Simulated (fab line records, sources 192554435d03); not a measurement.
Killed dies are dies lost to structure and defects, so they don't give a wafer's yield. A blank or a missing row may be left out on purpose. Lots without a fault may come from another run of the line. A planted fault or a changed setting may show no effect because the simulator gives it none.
Chamber matching | flow n5_finfet | N5_BEOL_M5_ETCH_75 on rie_diel-03: 4 sister chambers
The step etches underlayer in N2/H2, target depth 6.5 nm, time 5.2 s. 16 wafers are shown with their chamber, then 8 later ones without.

WAFERS WITH THEIR CHAMBER
wafer  | chamber | showerhead_plenum_p_Torr (Torr) | throttle_valve_pct (%) | oes_product_au (a.u.)
L074.1 | 0       | 2.48                            | 17.91                  | 0.75
L074.3 | 2       | 2.59                            | 17.86                  | 0.71
L074.5 | 0       | 2.48                            | 17.89                  | 0.74
L077.1 | 0       | 2.48                            | 17.95                  | 0.73
L077.4 | 1       | 2.61                            | 17.77                  | 0.59
L077.6 | 3       | 2.45                            | 17.61                  | 0.69
L081.1 | 0       | 2.47                            | 17.99                  | 0.71
L081.2 | 3       | 2.44                            | 17.64                  | 0.67
L081.4 | 3       | 2.44                            | 17.64                  | 0.68
L088.2 | 3       | 2.44                            | 17.71                  | 0.65
L088.5 | 0       | 2.47                            | 18.01                  | 0.70
L088.6 | 3       | 2.44                            | 17.66                  | 0.65
L097.3 | 0       | 2.47                            | 17.99                  | 0.70
L097.4 | 3       | 2.43                            | 17.68                  | 0.65
L097.5 | 2       | 2.57                            | 17.93                  | 0.67
L091.1 | 0       | 2.46                            | 17.97                  | 0.68

SIGNATURES (means of the wafers above)
reading                  | chamber 0 | chamber 1 | chamber 2 | chamber 3 | scatter within a chamber
showerhead_plenum_p_Torr | 2.4729    | 2.6100    | 2.5800    | 2.4400    | 0.00787
throttle_valve_pct       | 17.9586   | 17.7700   | 17.8950   | 17.6567   | 0.0413
oes_product_au           | 0.7157    | 0.5900    | 0.6900    | 0.6650    | 0.0226
Rule: a wafer's distance from a chamber is the root of the sum, over the readings, of the square of ((its reading less the chamber's mean) divided by the reading's scatter). The wafer belongs to the nearest chamber; if the next one is less than 2 further off, it can't be placed. The scatter: the root of (the sum of the squares of (reading less its chamber's mean) over the shown wafers, divided by (wafers less chambers)).

WAFERS WITHOUT THEIR CHAMBER
wafer  | showerhead_plenum_p_Torr (Torr) | throttle_valve_pct (%) | oes_product_au (a.u.)
L091.2 | 2.60                            | 17.39                  | 0.79
L091.3 | 2.43                            | 17.70                  | 0.65
L089.1 | 2.46                            | 18.00                  | 0.68
L089.2 | 2.60                            | 17.40                  | 0.79
L089.3 | 2.43                            | 17.70                  | 0.64
L082.1 | 2.56                            | 17.96                  | 0.66
L082.3 | 2.60                            | 17.42                  | 0.79
L082.6 | 2.46                            | 18.04                  | 0.68

WHICH CHAMBER EACH WENT THROUGH
wafer  | from the rows above     | in truth
L091.2 | can't be placed: 1 or 2 | 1
L091.3 | 3                       | 3
L089.1 | 0                       | 0
L089.2 | can't be placed: 1 or 2 | 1
L089.3 | 3                       | 3
L082.1 | 2                       | 2
L082.3 | can't be placed: 1 or 2 | 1
L082.6 | 0                       | 0
Placed correctly: 5 of 8. Can't be placed from these rows: 3 (the true chamber is among the candidates in 3). Placed wrongly: 0.
